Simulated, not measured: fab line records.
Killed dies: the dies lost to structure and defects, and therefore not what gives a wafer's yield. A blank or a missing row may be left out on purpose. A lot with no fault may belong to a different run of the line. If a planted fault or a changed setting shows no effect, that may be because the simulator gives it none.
Which tool did it?	flow n5 finfet	9 lots, 27 wafers sampled, at 5 steps of a route of 1938

WHAT THE GAUGES READ, wafer by wafer
N5_BEOL_M4_RC_MEAS_101. Usual: DIBL_N 35.8 mV/V, standard deviation 1.4; DIBL_P 35.8 mV/V, standard deviation 1.6; IOFF_N 0.152 nA/um, standard deviation 0.021; IOFF_P 0.204 nA/um, standard deviation 0.027; ION_N 672 uA/um, standard deviation 8.7; ION_P 461 uA/um, standard deviation 6.2; SS_N 71.5 mV/dec, standard deviation 0.54; SS_P 73.1 mV/dec, standard deviation 0.57; VT_N 250.0 mV, standard deviation 2.5; VT_P -250.6 mV, standard deviation 2.7.
lot	measured	on	DIBL_N (mV/V)	DIBL_P (mV/V)	IOFF_N (nA/um)	IOFF_P (nA/um)	ION_N (uA/um)	ION_P (uA/um)	SS_N (mV/dec)	SS_P (mV/dec)	VT_N (mV)	VT_P (mV)	flag
L225	day 9 00:26	prober-01	36.7 35.8 35.3	38.0 37.4 36.7	0.175 0.163 0.156	0.212 0.192 0.185	683 692 680	463 462 461	72.8 72.6 72.0	73.2 72.9 72.8	251.0 249.6 250.9	-252.0 -252.6 -254.4	
L228	day 9 07:11	prober-02	35.7 35.0 35.7	36.7 35.6 37.1	0.159 0.147 0.171	0.223 0.202 0.229	679 667 686	466 464 463	72.1 71.3 71.1	73.0 72.2 72.8	247.3 246.3 245.7	-249.0 -247.8 -248.5	
L232	day 10 17:40	prober-02	37.8 36.7 36.5	39.7 38.3 38.4	0.184 0.150 0.155	0.225 0.195 0.202	672 670 665	456 455 455	71.7 72.2 72.2	73.4 73.2 73.6	248.0 251.5 248.2	-251.6 -253.9 -252.6	
L234	day 10 20:37	prober-01	35.6 34.4 34.8	36.9 34.9 35.8	0.159 0.133 0.145	0.212 0.189 0.194	676 665 669	462 458 453	71.4 71.6 71.4	73.7 73.2 73.6	249.7 252.8 250.5	-249.1 -250.6 -251.1	
L236	day 11 01:29	prober-01	36.2 35.8 35.5	36.1 35.8 34.8	0.148 0.143 0.141	0.185 0.178 0.175	660 672 667	450 460 459	71.7 71.3 71.3	73.4 73.4 73.7	250.4 250.5 252.3	-254.4 -254.1 -250.3	
L242	day 13 03:52	prober-01	36.2 37.8 36.0	35.7 38.1 35.0	0.165 0.204 0.163	0.241 0.281 0.226	672 679 673	468 466 461	71.8 72.0 72.0	73.2 73.2 73.2	247.8 245.2 249.5	-249.2 -245.0 -249.3	
L244	day 13 11:38	prober-02	33.6 34.1 33.5	34.9 35.2 34.8	0.132 0.138 0.126	0.169 0.173 0.167	659 663 671	453 460 455	70.6 70.7 70.5	72.8 72.7 73.0	252.8 249.9 252.3	-251.8 -253.6 -254.0	
L245	day 13 20:19	prober-01	37.1 37.5 37.0	36.6 37.4 37.1	0.175 0.194 0.192	0.236 0.260 0.255	681 680 692	469 468 478	71.5 71.4 70.6	73.4 74.0 73.7	250.5 246.3 244.7	-247.9 -245.3 -246.4	
L246	day 14 04:25	prober-02	36.5 36.4 36.7	34.4 34.3 34.6	0.165 0.173 0.174	0.203 0.205 0.209	681 680 670	463 457 466	71.1 71.3 71.8	74.1 72.7 73.6	247.6 247.0 247.0	-251.2 -249.2 -248.4	

TOOL THAT RAN EACH LOT (tool first, then ch and the chambers of the sampled wafers, then the start)
lot	N5_BEOL_M3_SPUTTER_86	N5_BEOL_M3_SPUTTER_90	N5_BEOL_M3_SPUTTER_92	N5_BEOL_M4_ILD_DEP_00
L225	pvd sputter-01, day 8 08:22	pvd sputter-01, day 8 08:49	pvd sputter-01, day 8 09:02	pecvd-02 ch 1,2, day 8 10:36
L228	pvd sputter-01, day 8 15:37	pvd sputter-01, day 8 16:03	pvd sputter-01, day 8 16:16	pecvd-02 ch 0,2, day 8 17:50
L232	pvd sputter-03, day 10 00:04	pvd sputter-03, day 10 00:31	pvd sputter-03, day 10 00:44	pecvd-02 ch 0,1,2, day 10 02:29
L234	pvd sputter-01, day 10 00:41	pvd sputter-01, day 10 01:34	pvd sputter-01, day 10 02:00	pecvd-02 ch 0,1,2, day 10 04:06
L236	pvd sputter-01, day 10 13:17	pvd sputter-01, day 10 13:43	pvd sputter-01, day 10 14:10	pecvd-01 ch 0,2, day 10 15:52
L242	pvd sputter-01, day 12 16:52	pvd sputter-01, day 12 17:19	pvd sputter-01, day 12 17:32	pecvd-03 ch 0,2, day 12 19:10
L244	pvd sputter-03, day 12 21:28	pvd sputter-03, day 12 21:54	pvd sputter-03, day 12 22:07	pecvd-03 ch 0,2, day 13 00:31
L245	pvd sputter-03, day 13 07:13	pvd sputter-03, day 13 07:39	pvd sputter-03, day 13 07:52	pecvd-01 ch 0,1, day 13 09:25
L246	pvd sputter-03, day 13 14:14	pvd sputter-03, day 13 14:40	pvd sputter-03, day 13 14:53	pecvd-03 ch 1,2, day 13 16:31
- N5_BEOL_M3_SPUTTER_86: material Cu, target thk 4.5 nm, time 8.29 s.
- N5_BEOL_M3_SPUTTER_90: material Cu, target thk 4.5 nm, time 8.29 s.
- N5_BEOL_M3_SPUTTER_92: material Cu, target thk 4.5 nm, time 8.29 s.
- N5_BEOL_M4_ILD_DEP_00: deposits SiOC from DEMS/O2, target thk 79 nm, time 15.3 s.

AS READ BY THE TOOLS THEMSELVES (means over the sampled wafers that have a number; for cases with no such wafer, the mark the record gives instead)
N5_BEOL_M3_SPUTTER_86. Usual: chamber pressure pa 0.07 Pa, standard deviation 0.00014; susceptor temp C -20.00 C, standard deviation 0.11; throttle valve pct 30.3 %, standard deviation 1.1.
lot	tool	chamber pressure pa (Pa)	susceptor temp C (C)	throttle valve pct (%)	flag
L225	pvd sputter-01	0.07	-19.93	29.7	
L228	pvd sputter-01	0.07	-19.96	30.2	
L232	pvd sputter-03	0.07	-20.04	30.1	
L234	pvd sputter-01	0.07	-20.01	30.5	
L236	pvd sputter-01	0.07	-19.90	30.1	
L242	pvd sputter-01	0.07	-19.96	29.5	
L244	pvd sputter-03	0.07	-20.08	30.6	
L245	pvd sputter-03	0.07	-20.07	30.1	
L246	pvd sputter-03	0.07	-20.05	29.8	

N5_BEOL_M3_SPUTTER_90. Usual: chamber pressure pa 0.07004 Pa, standard deviation 0.00015; susceptor temp C -20.01 C, standard deviation 0.11; throttle valve pct 30.3 %, standard deviation 1.1.
lot	tool	chamber pressure pa (Pa)	susceptor temp C (C)	throttle valve pct (%)	flag
L225	pvd sputter-01	0.07007	-19.93	29.6	
L228	pvd sputter-01	0.06994	-20.08	29.9	
L232	pvd sputter-03	0.07003	-19.92	30.1	
L234	pvd sputter-01	0.07001	-19.93	30.4	
L236	pvd sputter-01	0.07002	-20.08	30.0	
L242	pvd sputter-01	0.07001	-20.04	29.4	
L244	pvd sputter-03	0.07008	-20.02	30.3	
L245	pvd sputter-03	0.06996	-19.95	30.3	
L246	pvd sputter-03	0.07000	-19.99	29.7	

N5_BEOL_M3_SPUTTER_92. Usual: chamber pressure pa 0.07 Pa, standard deviation 0.00016; susceptor temp C -20.00 C, standard deviation 0.12; throttle valve pct 30.3 %, standard deviation 1.1.
lot	tool	chamber pressure pa (Pa)	susceptor temp C (C)	throttle valve pct (%)	flag
L225	pvd sputter-01	0.07	-20.05	29.7	
L228	pvd sputter-01	0.07	-20.06	30.2	
L232	pvd sputter-03	0.07	-20.08	30.2	
L234	pvd sputter-01	0.07	-20.01	30.6	
L236	pvd sputter-01	0.07	-19.80	30.0	
L242	pvd sputter-01	0.07	-19.93	29.7	
L244	pvd sputter-03	0.07	-20.07	30.5	
L245	pvd sputter-03	0.07	-19.88	30.1	
L246	pvd sputter-03	0.07	-20.08	29.5	

N5_BEOL_M4_ILD_DEP_00. Usual: heater power w 464 W, standard deviation 39; showerhead plenum p Torr 5.694 Torr, standard deviation 0.014; susceptor temp C 350.01 C, standard deviation 0.21; throttle valve pct 12.1 %, standard deviation 0.86.
lot	tool	heater power w (W)	showerhead plenum p Torr (Torr)	susceptor temp C (C)	throttle valve pct (%)	flag
L225	pecvd-02	424	5.692	350.21	12.2	
L228	pecvd-02	420	5.700	350.01	11.7	
L232	pecvd-02	460	5.700	351.07	12.3	OFF
L234	pecvd-02	464	5.698	351.06	12.2	OFF
L236	pecvd-01	496	5.683	350.24	12.4	
L242	pecvd-03	467	5.703	349.77	11.3	
L244	pecvd-03	439	5.696	350.04	11.6	
L245	pecvd-01	477	5.667	350.02	11.8	
L246	pecvd-03	456	5.698	350.15	12.3	

THE ANSWER, worked out from the rows above alone
Rule: lot off if the mean of its wafers having a number is beyond 3 standard deviations from the usual mean. Also off: a lot with no number at a reading for which 4 or more lots have one. Any other lot the step has rows for is counted as sound. Order of review: gauges by route order, followed by the tools' own readings, for which a lot's mean as printed above is used. The first step at which some lot is off is used, and at that step the reading that is off furthest; a lot without a number counts as furthest.
Off: L232, L234, at N5_BEOL_M4_ILD_DEP_00 (susceptor temp C).
If a tool, at that step or one of the process steps before it, ran each lot that is off and ran no sound lot following the first of them, it fits. One fits: N5_BEOL_M4_ILD_DEP_00 on pecvd-02. A fault onset in the window from L228 (day 8 17:50, its last sound lot) to L232 (day 10 02:29, its first lot off) fits.
On the lots that are off, the tool's own readings at N5_BEOL_M4_ILD_DEP_00 differ by more than 5 times the standard deviation of the sound lots' means, which bears it out; susceptor temp C reads 351.06 C there versus 350.06 C on the sound lots.

WHAT THE SIMULATOR HAD INSERTED
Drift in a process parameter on pecvd-02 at N5_BEOL_M4_ILD_DEP_00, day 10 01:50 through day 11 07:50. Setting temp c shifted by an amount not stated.
Shown lots that were struck: L232, L234. The rule above found the same.
